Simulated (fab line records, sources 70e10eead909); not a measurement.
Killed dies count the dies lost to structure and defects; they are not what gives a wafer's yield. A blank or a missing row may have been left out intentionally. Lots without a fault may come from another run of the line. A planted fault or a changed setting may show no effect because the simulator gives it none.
Matching of chambers	flow nand-harc	cmp-01 running NHARC_THIN_TSV_CMP_01: 4 sister chambers
The step polishes. 7 wafers are shown with their chamber, then 7 later ones without.

## WAFERS WITH THEIR CHAMBER
wafer	chamber	motor-current-A (A)
L527.5	1	12.7
L526.3	1	12.8
L542.1	2	12.3
L542.5	3	13.2
L542.6	0	13.1
L540.2	3	12.8
L540.3	2	12.3

## WAFERS WHOSE CHAMBER IS MISSING
wafer	motor-current-A (A)
L540.5	13.0
L544.2	12.0
L544.3	14.0
L544.6	11.8
L545.1	12.3
L545.3	12.0
L545.5	12.2

## THE CHAMBER EACH PASSED THROUGH
wafer	from the rows above	in truth
L540.5	can't be placed: 3 or 0 or 1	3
L544.2	2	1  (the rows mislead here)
L544.3	can't be placed: 0 or 3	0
L544.6	2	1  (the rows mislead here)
L545.1	2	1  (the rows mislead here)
L545.3	2	2
L545.5	2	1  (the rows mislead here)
Correct placement for 1 of the 7. Unplaceable from these rows: 2, with the true chamber sitting among the candidates in 2. 4 placed wrongly.
How it was worked out, from the rows above alone: a wafer's distance from a chamber is the root of the sum, over the readings, of the square of ((its reading less the chamber's mean) divided by the reading's scatter). The wafer belongs to the nearest chamber; if the next one is less than 2 further off, it can't be placed. The mean given for a chamber averages the wafers shown for that chamber. The scatter is the square root of a quotient: the sum, over the shown wafers, of each reading's squared deviation from its chamber's mean, divided by wafers minus chambers.
